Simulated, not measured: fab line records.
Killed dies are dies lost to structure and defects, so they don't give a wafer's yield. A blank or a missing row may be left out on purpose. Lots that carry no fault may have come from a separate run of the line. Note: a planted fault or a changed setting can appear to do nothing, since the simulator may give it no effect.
fab line records ; flow n5Finfet
record lots=4; wafers=12; lastDay=17
route steps=1938 shown BEOL_M1@832 BEOL_M2@841 BEOL_M4@1111 PASSIVATION@1936
lots with no fault: from the same line, run without faults
startH: the number of hours between the record's first day and the start of the first shown wafer of the lot ; waitH: hours from the lot's prior step to this one ; " identical to the entry in the row above ; L1.1+2: one row covering several wafers at once ; - value missing, or start not given ; * or withheld: withheld ; < > ~ a bound
route shown NAME@n: names a module that has steps shown in the file, with the first one's number in the route ; usual: mean/standard deviation taken from wafers without a fault ; same: alike in all rows ; chamber/n: place in a boat ; sites: readings site by site ; _std_site: their standard deviation ; _edge_site: the outer-site mean with the inner-site mean subtracted ; radiusMm: for every site, how far away it sits from the centre of the wafer ; mask NAME#n: copy n ; behind: the most recent tool/chamber to have shaped the wafer ; hold: what put the lot on hold/how long, in hours/how the hold closed ; device: transistor that didn't switch, given as n, p or np ; end of line: the route-end tests of the same wafers ; for a step that has no rows: nothing shown but its recipe ; killed: count of dies lost to structure and defects at first sort (not the wafer's yield) ; map: dies across one wafer; x = killed, . = not, _ = none there
set.NAME: the setting that was run; set.NAME@STEP: the one run at that earlier step ; model.NAME: the simulator's own value behind a step, which no gauge read
lots at some steps of the route; a table a step, a row a wafer
services: when a tool's chamber went out of use (startH, in hours from the record's first day, below 0 if earlier), for how many hours, and the reason
## steps
# step N5_BEOL_M1_ANNEAL_51
# recipe tempC=225; timeS=90; ambient=N2
# step N5_BEOL_M1_CMP_52
# recipe stopOn=SiOC; tOverpolishS=6.8; downForcePsi=1; platenRpm=50; clearingPlatenDownForcePsi=1.5; clearingPlatenRpm=50; postCmpClean=cuAlkaline; targetThkNm=40; clearingPlatenPadVelocityMS=0.99484; padVelocityMS=0.99484
# step N5_BEOL_M1_PRE_CLEAN_60
# recipe gas=NH3/H2; timeS=15; tempC=*; rfPowerW=300
# step N5_BEOL_M1_CO_CAP_55
# recipe material=Co; targetThkA=20; tempC=200; precursor=CCTBA/H2; pressureTorr=30; timeS=102.1
# step N5_BEOL_M1_PRE_CLEAN_56
# recipe gas=NH3; timeS=15; tempC=withheld; rfPowerW=300
# step N5_BEOL_M1_DEP_57
# recipe material=SiCN; targetThkA=80; tempC=withheld; precursor=3MS/NH3; pressureTorr=3; rfW=202; timeS=14
# step N5_BEOL_M2_ILD_DEP_00
# recipe material=SiOC; targetThkA=790; tempC=350; precursor=DEMS/O2; pressureTorr=5; rfW=500; timeS=15.3
# step N5_BEOL_M2_PECVD_72
# recipe material=SiO2; targetThkA=160; tempC=400; precursor=TEOS/O2; pressureTorr=5.5; rfW=450; teosFlowSccm=53.8; gas=O2; flowSccm=3000; timeS=18
# step N5_BEOL_M2_HM_DEP_02
# recipe material=TiN; targetThkA=200; tempC=25; chamberPressurePa=0.49996
# usual chamberPressurePa=0.5001/0.0011; throttleValvePct=30.0/0.93
lot.wafer;tool;chamber;startH;waitH;chamberPressurePa;throttleValvePct;model.TiN_of_BEOL_M2_HM_DEP_02.thkNm
L509.4;pvdSputter-02;-;178.30;3.1;0.4996;28.5;36.6
L509.5;pvdSputter-02;-;178.30;3.1;0.5001;30.3;20.4
L509.6;pvdSputter-02;-;178.30;3.1;0.5001;30.5;20.4
L510.4;pvdSputter-02;-;178.50;2.9;0.4993;28.9;36.8
L510.5;pvdSputter-02;-;178.50;2.9;0.5004;30.6;20.2
L510.6;pvdSputter-02;-;178.50;2.9;0.4991;29.9;20.2
L520.2;pvdSputter-01;-;249.95;1.8;0.5000;32.0;20.2
L520.3;pvdSputter-01;-;249.95;1.8;0.4985;30.3;19.8
L520.6;pvdSputter-01;-;249.95;1.8;0.5004;28.7;20
L524.2;pvdSputter-02;-;266.84;0.9;0.4990;29.7;19.6
L524.5;pvdSputter-02;-;266.84;0.9;0.4990;29.4;19.6
L524.6;pvdSputter-02;-;266.84;0.9;0.5003;30.6;19.8
# step N5_BEOL_M2_COAT_61
# recipe resist=SOC; tempC=250; timeS=60; spinRpm=1500; resistThkNm=60
# step N5_BEOL_M2_COAT_62
# recipe resist=SiARC; tempC=220; timeS=60; spinRpm=1500; resistThkNm=12
# step N5_BEOL_M2_COAT_73
# recipe resist=underlayer; tempC=205; timeS=60; spinRpm=1500; resistThkNm=5
# step N5_BEOL_M2_COAT_05
# recipe resist=CAR-EUV; spinRpm=1500; resistThkNm=30
# step N5_BEOL_M2_EBR_07
# recipe solvent=PGMEA; ebrWidthMm=1.5
# step N5_BEOL_M2_SOFTBAKE_06
# recipe tempC=110; timeS=60; resist=CAR-EUV
# step N5_BEOL_M2_EXPOSE_08
# recipe maskId=M2; na=0.33; sourceShape=dipole; sigmaInner=0.369; sigmaOuter=0.767; polarization=unpolarized; doseMj=41.25
# step N5_BEOL_M2_PEB_09
# recipe pebTempC=100; pebTimeS=60; resist=CAR-EUV
# step N5_BEOL_M2_DEVELOP_10
# recipe developTimeS=30; developer=TMAH; resist=CAR-EUV; rinseLiquid=surfactantRinse; dry=airSpin; devTempC=23
# step N5_BEOL_M2_DESCUM_16
# recipe chemistry=O2; timeS=7; sourcePowerW=50; biasPowerW=20; pressureMtorr=20; rfFrequencyHz=2.712e+07; tempC=40; resist=CAR-EUV; o2FlowSccm=225
# step N5_BEOL_M2_ETCH_74
# recipe chemistry=N2/H2; target=underlayer; targetDepthA=65; maskMaterial=CAR-EUV; timeS=5.2; ionEnergyEv=200; pressureMtorr=30; sourceW=840; biasW=150; n2FlowSccm=200; h2FlowSccm=200; ends=cleared
# step N5_BEOL_M2_ETCH_63
# recipe chemistry=CF4; target=SiARC; targetDepthA=156; maskMaterial=CAR-EUV; timeS=26; ionEnergyEv=80; pressureMtorr=40; sourceW=545; biasW=36; Ar_flow_sccm=100; cf4FlowSccm=100; ends=cleared
# step N5_BEOL_M2_ETCH_64
# recipe chemistry=N2/H2; target=SOC; targetDepthA=750; overetchA=225; maskMaterial=SiARC; tempC=40; timeS=121.9; ionEnergyEv=200; pressureMtorr=30; sourceW=840; biasW=150; n2FlowSccm=200; h2FlowSccm=200
# step N5_BEOL_M2_STRIP_65
# recipe chemistry=N2/H2; tempC=40; n2FlowSccm=200; h2FlowSccm=200; rfFrequencyHz=6e+07
# step N5_BEOL_M2_STRIP_75
# recipe chemistry=N2/H2; tempC=40; n2FlowSccm=200; h2FlowSccm=200; rfFrequencyHz=6e+07
# step N5_BEOL_M2_STRIP_66
# recipe chemistry=CF4; resist=SiARC; powerW=300; biasPowerW=75; pressureMtorr=50; cf4FlowSccm=150; rfFrequencyHz=6e+07
# step N5_BEOL_M2_HM_OPEN_17
# recipe chemistry=Cl2/BCl3; targetDepthA=200; overetchA=60; target=TiN; maskMaterial=SOC; ionEnergyEv=150; pressureMtorr=10; icpW=1000; biasW=126; Cl2_flow_sccm=53.25; bcl3FlowSccm=21.75; Ar_flow_sccm=25
# usual chamberPressureMTorr=9.999/0.0091; drypumpMotorCurrentA=5.8/0.5; oesProductAu=0.64/0.1; throttleValvePct=22.10/0.26
lot.wafer;tool;chamber;startH;waitH;chamberPressureMTorr;drypumpMotorCurrentA;oesProductAu;rfHoursCounterH;throttleValvePct;model.etch.depthNm
L509.4;rieMetal-02;0;179.17;0.1;10.004;5.2;0.75;-;22.13;26.09
L509.5;rieMetal-02;1;179.17;0.1;9.993;6.3;0.55;-;21.99;20.41
L509.6;rieMetal-02;0;179.17;0.1;9.985;5.2;0.65;-;22.32;20.47
L510.4;rieMetal-03;1;179.37;0.1;10.008;5.6;0.60;-;22.12;25.86
L510.5;rieMetal-03;1;179.37;0.1;10.014;5.6;0.52;-;22.30;20.24
L510.6;rieMetal-03;0;179.37;0.1;9.988;5.3;0.65;-;21.77;20.28
L520.2;rieMetal-02;0;250.72;0.0;10.004;5.2;0.63;53;22.36;20.18
L520.3;rieMetal-02;0;250.72;0.0;9.988;5.3;0.63;-;22.36;19.82
L520.6;rieMetal-02;1;250.72;0.0;9.997;6.3;0.54;-;22.02;19.96
L524.2;rieMetal-03;1;267.65;0.0;9.997;5.6;0.78;6;21.96;19.67
L524.5;rieMetal-03;1;267.65;0.0;10.004;5.6;0.78;-;21.96;19.53
L524.6;rieMetal-03;0;267.65;0.0;9.997;5.3;0.63;-;21.80;19.86
# step N5_BEOL_M2_STRIP_19
# recipe chemistry=O2; powerW=400; tempC=40; pressureMtorr=30; rfFrequencyHz=6e+07; biasPowerW=0; overashFraction=0.2; o2FlowSccm=225
# step N5_BEOL_M2_COAT_67
# recipe resist=SOC; tempC=250; timeS=60; spinRpm=1500; resistThkNm=60
# step N5_BEOL_M2_COAT_68
# recipe resist=SiARC; tempC=220; timeS=60; spinRpm=1500; resistThkNm=12
# step N5_BEOL_M2_COAT_76
# recipe resist=underlayer; tempC=205; timeS=60; spinRpm=1500; resistThkNm=5
# step N5_BEOL_M2_COAT_22
# recipe resist=CAR-EUV; spinRpm=1500; resistThkNm=30
# step N5_BEOL_M2_EBR_24
# recipe solvent=PGMEA; ebrWidthMm=1.5
# step N5_BEOL_M2_SOFTBAKE_23
# recipe tempC=110; timeS=60; resist=CAR-EUV
# step N5_BEOL_M2_EXPOSE_25
# recipe maskId=V1; na=0.33; sourceShape=quasar; sigmaInner=0.2; sigmaOuter=0.8; polarization=unpolarized; defocusNm=5; doseMj=63
# step N5_BEOL_M2_ETCHBACK_99
# recipe chemistry=CHF3; target=SiO2; targetDepthA=50; timeS=10.4; sourceW=215; biasW=47; Ar_flow_sccm=200; CHF3_flow_sccm=12; ionEnergyEv=100; pressureMtorr=30
# usual chamberPressureMTorr=29.996/0.024; drypumpMotorCurrentA=5.8/0.45; oesProductAu=0.85/0.077; rfVppV=238/4.8; showerheadPlenumPTorr=2.13/0.059; throttleValvePct=17.02/0.19
lot.wafer;tool;chamber;startH;waitH;chamberPressureMTorr;drypumpMotorCurrentA;oesProductAu;rfHoursCounterH;rfVppV;showerheadPlenumPTorr;throttleValvePct
L509.4;rieDiel-04;2;184.13;3.5;29.981;6.1;0.31;67;237;2.17;16.81
L509.5;rieDiel-04;2;184.13;3.5;29.983;6.1;0.85;-;235;2.17;16.84
L509.6;rieDiel-04;1;184.13;3.5;30.018;5.8;0.87;-;236;2.10;16.88
L510.4;rieDiel-02;0;184.52;3.8;29.956;5.6;0.35;-;246;2.19;16.80
L510.5;rieDiel-02;2;184.52;3.8;30.021;5.5;0.86;-;237;2.10;17.08
L510.6;rieDiel-02;1;184.52;3.8;30.010;6.6;0.89;-;234;2.11;16.88
L520.2;rieDiel-02;0;252.99;1.4;29.990;5.7;0.89;35;244;2.19;16.88
L520.3;rieDiel-02;3;252.99;1.4;29.948;5.5;0.90;19;235;2.29;16.79
L520.6;rieDiel-02;1;252.99;1.4;29.964;6.7;0.84;-;233;2.10;16.90
L524.2;rieDiel-02;1;282.30;13.7;29.962;6.6;0.83;71;232;2.10;16.94
L524.5;rieDiel-02;3;282.30;13.7;30.002;5.6;0.89;-;236;2.29;16.80
L524.6;rieDiel-02;0;282.30;13.7;30.004;5.6;0.87;-;244;2.18;16.90
# step N5_BEOL_M2_TRENCH_ETCH_37
# recipe chemistry=C4F6/O2; targetDepthA=555.55; target=SiOC; timeS=29.2; ionEnergyEv=250; pressureMtorr=30; sourceW=355; biasW=185; Ar_flow_sccm=300; C4F6_flow_sccm=10; O2_flow_sccm=10
# usual chamberPressureMTorr=30.001/0.029; drypumpMotorCurrentA=5.8/0.46; oesProductAu=0.85/0.076; rfVppV=659/13; showerheadPlenumPTorr=2.82/0.075; throttleValvePct=20.84/0.19
lot.wafer;tool;chamber;startH;waitH;chamberPressureMTorr;drypumpMotorCurrentA;oesProductAu;rfHoursCounterH;rfVppV;showerheadPlenumPTorr;throttleValvePct;model.TiN_of_BEOL_M2_HM_DEP_02.thkNm
L509.4;rieDiel-04;2;-;-;30.008;6.1;0.84;67;651;2.87;20.61;34.2
L509.5;rieDiel-04;2;-;-;30.006;6.1;0.84;-;651;2.87;20.62;18
L509.6;rieDiel-04;1;-;-;30.012;5.8;0.87;-;652;2.78;20.69;18.2
L510.4;rieDiel-02;0;-;-;29.999;5.7;0.93;-;678;2.90;20.65;34.4
L510.5;rieDiel-02;2;-;-;29.987;5.5;0.86;-;655;2.78;20.95;17.8
L510.6;rieDiel-02;1;-;-;30.011;6.7;0.86;-;643;2.79;20.68;18
L520.2;rieDiel-02;0;-;-;29.984;5.7;0.89;36;676;2.89;20.69;17.8
L520.3;rieDiel-02;3;-;-;29.988;5.6;0.90;19;656;3.02;20.61;17.4
L520.6;rieDiel-02;1;-;-;30.001;6.7;0.84;-;643;2.78;20.74;17.6
L524.2;rieDiel-02;1;-;-;29.881;6.7;0.83;71;644;2.78;20.75;17.4
L524.5;rieDiel-02;3;-;-;30.009;5.5;0.89;-;655;3.02;20.64;17.2
L524.6;rieDiel-02;0;-;-;30.034;5.6;0.87;-;677;2.88;20.72;17.6
# step N5_BEOL_M2_OCD_MEAS_38
# usual trenchDepthNm=55.8/0.89
lot.wafer;tool;chamber;startH;waitH;trenchDepthNm
L509.4;ocd-01;-;184.53;-;-
L509.5;ocd-01;-;184.53;-;56.2
L509.6;ocd-01;-;184.53;-;55.6
L510.4;ocd-02;-;184.90;-;-
L510.5;ocd-02;-;184.90;-;56.6
L510.6;ocd-02;-;184.90;-;55.6
L520.2;ocd-01;-;253.38;-;54.1
L520.3;ocd-01;-;253.38;-;56.9
L520.6;ocd-01;-;253.38;-;55.3
L524.2;ocd-02;-;282.70;-;56.1
L524.5;ocd-02;-;282.70;-;56.8
L524.6;ocd-02;-;282.70;-;54.8
# step N5_BEOL_M2_CD_MEAS_35
# recipe targetCdNm=18; targetCdYNm=22.2; polarity=opening
# usual cdNm=18.1/0.37
lot.wafer;tool;chamber;startH;waitH;cdNm
L509.4;cdSem-01;-;184.69;0.0;-
L509.5;cdSem-01;-;184.69;0.0;18.3
L509.6;cdSem-01;-;184.69;0.0;18.4
L510.4;cdSem-02;-;185.05;0.0;-
L510.5;cdSem-02;-;185.05;0.0;17.8
L510.6;cdSem-02;-;185.05;0.0;18.0
L520.2;cdSem-03;-;253.54;0.0;19.0
L520.3;cdSem-03;-;253.54;0.0;17.6
L520.6;cdSem-03;-;253.54;0.0;17.8
L524.2;cdSem-03;-;282.86;0.0;18.5
L524.5;cdSem-03;-;282.86;0.0;18.3
L524.6;cdSem-03;-;282.86;0.0;18.2
# step N5_BEOL_M4_RC_MEAS_101
# usual DIBL_N=35.1/1.5; DIBL_P=35.2/2; IOFF_N=0.146/0.028; IOFF_P=0.20/0.036; ION_N=670/12; ION_P=462/8.2; SS_N=71.2/0.63; SS_P=73.1/0.7; VT_N=250/3.6; VT_P=-251/3.3
lot.wafer;tool;chamber;startH;waitH;DIBL_N[mV/V];DIBL_P[mV/V];IOFF_N[nA/um];IOFF_P[nA/um];ION_N[uA/um];ION_P[uA/um];SS_N[mV/dec];SS_P[mV/dec];VT_N[mV];VT_P[mV]
L509.5;prober-02;0;215.75;0.6;36.9;36.6;0.207;0.27;700;478;71.3;73.9;244;-246
L509.6;prober-02;0;215.75;0.6;36.4;36.2;0.184;0.25;697;474;71.8;73.5;242;-244
L510.5;prober-01;0;217.28;0.6;35.9;38.9;0.180;0.25;671;467;71.4;74.0;245;-245
L510.6;prober-01;0;217.28;0.6;33.1;34.6;0.129;0.18;670;459;70.5;72.8;251;-253
L520.2;prober-02;0;291.62;0.2;34.7;34.6;0.154;0.25;664;469;71.1;73.0;247;-246
L520.3;prober-02;0;291.62;0.2;36.2;35.7;0.184;0.26;687;474;71.8;73.4;243;-245
L520.6;prober-02;0;291.62;0.2;33.8;33.2;0.136;0.20;674;471;70.7;73.0;248;-248
L524.2;prober-01;0;324.19;0.2;34.5;33.8;0.134;0.17;675;461;71.0;72.9;251;-253
L524.5;prober-01;0;324.19;0.2;33.5;32.9;0.116;0.15;665;460;70.5;72.2;252;-254
L524.6;prober-01;0;324.19;0.2;37.4;38.0;0.179;0.23;685;467;71.9;74.4;249;-250
# step N5_PASSIVATION_PROBE_49
# usual defectLimitedYield=91.4/1.4; killed_at_M0_to_M3=32/10; killed_at_M4_up=13/5.6; killedAtContacts=13/6.6; killedAtFrontEnd=39/13; killedAtOther=3.4/2.8; killedDies=101/17; killedOnRim=14/4.5; killedOpen=66/13; killedShort=33/7; sort_bin_5_function=5.0/0.93; sort_bin_6_memory=3.2/0.65; sortNPass=1078/17; sortYieldPct=91.4/1.4
# same grossDies=1180; killedAtBackSide=0; sort_bin_4_leakage[%]=0; sort_bin_8_speed[%]=0
lot.wafer;tool;chamber;startH;waitH;defectLimitedYield[%];killed_at_M0_to_M3;killed_at_M4_up;killedAtContacts;killedAtFrontEnd;killedAtOther;killedDies;killedOnRim;killedOpen;killedShort;sort_bin_5_function[%];sort_bin_6_memory[%];sortNPass;sortYieldPct[%]
L510.4;prober-02;-;323.16;0.2;0;1098;14;19;47;2;1180;152;68;32;96.0;3.6;0;0
L510.5;prober-02;-;323.21;0.2;91.9;37;7;14;36;1;95;21;62;32;4.4;3.4;1085;91.9
L510.6;prober-02;-;323.26;0.3;88.4;29;10;21;71;6;137;15;91;42;6.9;4.2;1043;88.4
L509.4;prober-01;-;335.10;0.2;0;1100;21;5;45;9;1180;152;72;34;96.2;3.5;0;0
L509.5;prober-01;-;335.15;0.2;90.5;51;8;8;41;4;112;23;65;41;5.5;3.2;1068;90.5
L509.6;prober-01;-;335.20;0.3;90.5;54;12;2;42;2;112;14;76;36;6.0;3.2;1068;90.5
# killed by level:class
L510.4 BEOL_M2:areaOpen=1079 MOL_CONTACT_COAG:geometricParticle:open=19 FIN_SAQP:geometricParticle:open=9 FIN_SAQP:geometricParticle:short=8 DUMMY_GATE:geometricParticle:open=6 STI_FIN_REVEAL:geometricParticle:open=5 BEOL_M4:geometricParticle:open=5 GATE_CUT:geometricParticle:short=4
L510.5 BEOL_M0_SAQP:geometricParticle:open=12 BEOL_M2:geometricParticle:open=12 MOL_CONTACT_COAG:geometricParticle:open=9 FIN_SAQP:geometricParticle:short=8 STI_FIN_REVEAL:geometricParticle:open=6 DUMMY_GATE:geometricParticle:short=5 MOL_CONTACT_COAG:geometricParticle:short=5 FIN_SAQP:geometricParticle:open=4
L510.6 FIN_SAQP:geometricParticle:open=34 MOL_CONTACT_COAG:geometricParticle:open=18 FIN_SAQP:geometricParticle:short=11 BEOL_M2:geometricParticle:open=9 BEOL_M0_SAQP:geometricParticle:short=6 BEOL_M0_SAQP:geometricParticle:open=5 BEOL_M4:geometricParticle:open=5 STARTING-WAFER:geometricParticle:open=5
L509.4 BEOL_M2:areaOpen=1073 BEOL_M4:geometricParticle:open=13 FIN_SAQP:geometricParticle:open=12 BEOL_M2:geometricParticle:open=9 DUMMY_GATE:geometricParticle:open=8 BEOL_M0_SAQP:geometricParticle:open=7 DUMMY_GATE:geometricParticle:short=5 GATE_CUT:geometricParticle:open=5
L509.5 BEOL_M2:geometricParticle:open=11 BEOL_M3:geometricParticle:open=11 BEOL_M0_SAQP:geometricParticle:short=10 BEOL_M0_SAQP:geometricParticle:open=10 GATE_CUT:geometricParticle:short=9 MOL_CONTACT_COAG:geometricParticle:open=7 FIN_SAQP:geometricParticle:short=6 DUMMY_GATE:geometricParticle:open=6
L509.6 FIN_SAQP:geometricParticle:open=18 BEOL_M2:geometricParticle:open=17 BEOL_M0_SAQP:geometricParticle:short=10 BEOL_M3:geometricParticle:open=10 FIN_SAQP:geometricParticle:short=7 BEOL_M0_SAQP:geometricParticle:open=7 BEOL_M3:geometricParticle:short=6 BEOL_M5:geometricParticle:open=5
# map L509.4 (x killed, . not)
_________________xxxxxxxxxxxx________________
______________xxxxxxxxxxxxxxxxxx_____________
___________xxxxxxxxxxxxxxxxxxxxxxxx__________
__________xxxxxxxxxxxxxxxxxxxxxxxxxx_________
________xxxxxxxxxxxxxxxxxxxxxxxxxxxxxx_______
_______xxxxxxxxxxxxxxxxxxxxxxxxxxxxxxxx______
______xxxxxxxxxxxxxxxxxxxxxxxxxxxxxxxxxx_____
_____xxxxxxxxxxxxxxxxxxxxxxxxxxxxxxxxxxxx____
____xxxxxxxxxxxxxxxxxxxxxxxxxxxxxxxxxxxxxx___
___xxxxxxxxxxxxxxxxxxxxxxxxxxxxxxxxxxxxxxxx__
___xxxxxxxxxxxxxxxxxxxxxxxxxxxxxxxxxxxxxxxx__
__xxxxxxxxxxxxxxxxxxxxxxxxxxxxxxxxxxxxxxxxxx_
__xxxxxxxxxxxxxxxxxxxxxxxxxxxxxxxxxxxxxxxxxx_
_xxxxxxxxxxxxxxxxxxxxxxxxxxxxxxxxxxxxxxxxxxxx
_xxxxxxxxxxxxxxxxxxxxxxxxxxxxxxxxxxxxxxxxxxxx
_xxxxxxxxxxxxxxxxxxxxxxxxxxxxxxxxxxxxxxxxxxxx
_xxxxxxxxxxxxxxxxxxxxxxxxxxxxxxxxxxxxxxxxxxxx
_xxxxxxxxxxxxxxxxxxxxxxxxxxxxxxxxxxxxxxxxxxxx
_xxxxxxxxxxxxxxxxxxxxxxxxxxxxxxxxxxxxxxxxxxxx
_xxxxxxxxxxxxxxxxxxxxxxxxxxxxxxxxxxxxxxxxxxxx
_xxxxxxxxxxxxxxxxxxxxxxxxxxxxxxxxxxxxxxxxxxxx
__xxxxxxxxxxxxxxxxxxxxxxxxxxxxxxxxxxxxxxxxxx_
__xxxxxxxxxxxxxxxxxxxxxxxxxxxxxxxxxxxxxxxxxx_
___xxxxxxxxxxxxxxxxxxxxxxxxxxxxxxxxxxxxxxxx__
___xxxxxxxxxxxxxxxxxxxxxxxxxxxxxxxxxxxxxxxx__
____xxxxxxxxxxxxxxxxxxxxxxxxxxxxxxxxxxxxxx___
_____xxxxxxxxxxxxxxxxxxxxxxxxxxxxxxxxxxxx____
______xxxxxxxxxxxxxxxxxxxxxxxxxxxxxxxxxx_____
_______xxxxxxxxxxxxxxxxxxxxxxxxxxxxxxxx______
________xxxxxxxxxxxxxxxxxxxxxxxxxxxxxx_______
__________xxxxxxxxxxxxxxxxxxxxxxxxxx_________
___________xxxxxxxxxxxxxxxxxxxxxxxx__________
______________xxxxxxxxxxxxxxxxxx_____________
_________________xxxxxxxxxxxx________________
# map L510.4 (x killed, . not)
_________________xxxxxxxxxxxx________________
______________xxxxxxxxxxxxxxxxxx_____________
___________xxxxxxxxxxxxxxxxxxxxxxxx__________
__________xxxxxxxxxxxxxxxxxxxxxxxxxx_________
________xxxxxxxxxxxxxxxxxxxxxxxxxxxxxx_______
_______xxxxxxxxxxxxxxxxxxxxxxxxxxxxxxxx______
______xxxxxxxxxxxxxxxxxxxxxxxxxxxxxxxxxx_____
_____xxxxxxxxxxxxxxxxxxxxxxxxxxxxxxxxxxxx____
____xxxxxxxxxxxxxxxxxxxxxxxxxxxxxxxxxxxxxx___
___xxxxxxxxxxxxxxxxxxxxxxxxxxxxxxxxxxxxxxxx__
___xxxxxxxxxxxxxxxxxxxxxxxxxxxxxxxxxxxxxxxx__
__xxxxxxxxxxxxxxxxxxxxxxxxxxxxxxxxxxxxxxxxxx_
__xxxxxxxxxxxxxxxxxxxxxxxxxxxxxxxxxxxxxxxxxx_
_xxxxxxxxxxxxxxxxxxxxxxxxxxxxxxxxxxxxxxxxxxxx
_xxxxxxxxxxxxxxxxxxxxxxxxxxxxxxxxxxxxxxxxxxxx
_xxxxxxxxxxxxxxxxxxxxxxxxxxxxxxxxxxxxxxxxxxxx
_xxxxxxxxxxxxxxxxxxxxxxxxxxxxxxxxxxxxxxxxxxxx
_xxxxxxxxxxxxxxxxxxxxxxxxxxxxxxxxxxxxxxxxxxxx
_xxxxxxxxxxxxxxxxxxxxxxxxxxxxxxxxxxxxxxxxxxxx
_xxxxxxxxxxxxxxxxxxxxxxxxxxxxxxxxxxxxxxxxxxxx
_xxxxxxxxxxxxxxxxxxxxxxxxxxxxxxxxxxxxxxxxxxxx
__xxxxxxxxxxxxxxxxxxxxxxxxxxxxxxxxxxxxxxxxxx_
__xxxxxxxxxxxxxxxxxxxxxxxxxxxxxxxxxxxxxxxxxx_
___xxxxxxxxxxxxxxxxxxxxxxxxxxxxxxxxxxxxxxxx__
___xxxxxxxxxxxxxxxxxxxxxxxxxxxxxxxxxxxxxxxx__
____xxxxxxxxxxxxxxxxxxxxxxxxxxxxxxxxxxxxxx___
_____xxxxxxxxxxxxxxxxxxxxxxxxxxxxxxxxxxxx____
______xxxxxxxxxxxxxxxxxxxxxxxxxxxxxxxxxx_____
_______xxxxxxxxxxxxxxxxxxxxxxxxxxxxxxxx______
________xxxxxxxxxxxxxxxxxxxxxxxxxxxxxx_______
__________xxxxxxxxxxxxxxxxxxxxxxxxxx_________
___________xxxxxxxxxxxxxxxxxxxxxxxx__________
______________xxxxxxxxxxxxxxxxxx_____________
_________________xxxxxxxxxxxx________________
## services
tool;chamber;startH;hours;kind
rieDiel-04;2;159.86;12.2;repair
rieDiel-02;3;166.92;-;clean
rieDiel-02;3;166.92;-;consumableReplace:focusRing
rieDiel-02;3;166.92;-;consumableReplace:showerhead
rieDiel-02;3;166.92;25.5;scheduledDown
rieDiel-02;3;166.92;25.5;ventCycle
rieMetal-03;1;188.40;-;clean
rieMetal-03;1;188.40;11.9;scheduledDown
rieMetal-03;1;188.40;11.9;ventCycle
rieMetal-03;-;209.05;0.9;repair
rieDiel-04;3;212.00;-;clean
rieDiel-04;3;212.00;-;consumableReplace:focusRing
rieDiel-04;3;212.00;22.3;scheduledDown
rieDiel-04;3;212.00;22.3;ventCycle
rieMetal-03;1;241.33;9.7;repair
rieMetal-02;-;259.26;2.8;pm
rieDiel-04;0;259.93;44.6;repair
## key
firstSign step=N5_BEOL_M2_ETCHBACK_99; reading=oesProductAu; direction=down; sigmas=6.8; usual=0.85; struck=0.33
effect step=N5_BEOL_M2_OCD_MEAS_38; reading=trenchDepthNm; direction=missing
effect step=N5_BEOL_M2_CD_MEAS_35; reading=cdNm; direction=missing
effect step=N5_PASSIVATION_PROBE_49; reading=killed_at_M0_to_M3; direction=up; sigmas=99+; usual=32; struck=1099
modelEffect step=N5_BEOL_M2_HM_DEP_02; value=TiN_of_BEOL_M2_HM_DEP_02.thkNm; without=20.5; struck=36.7
modelEffect step=N5_BEOL_M2_HM_OPEN_17; value=etch.depthNm; without=20.48; struck=25.97
modelEffect step=N5_BEOL_M2_TRENCH_ETCH_37; value=TiN_of_BEOL_M2_HM_DEP_02.thkNm; without=18.1; struck=34.3
moreKillsBornAt N5_BEOL_M2_HM_OPEN_17@rieMetal-03=1079; N5_BEOL_M2_HM_OPEN_17@rieMetal-02=1073
metAt N5_BEOL_M2_HM_DEP_02
struckWafers L509.4,L510.4
laterRowsLeftOut L509.4,L510.4
fault kind=processParameterDrift; tool=pvdSputter-02; chamber=-; onsetH=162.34; steps=N5_BEOL_M2_HM_DEP_02; channel=targetThkA; offset=*; shape=step; endH=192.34; scope=struckWafersOnly; actsIn=*; stated=*
# laterRowsLeftOut: the simulator's readings of these wafers behind a module that went badly wrong aren't trusted and aren't shown, but for the sort
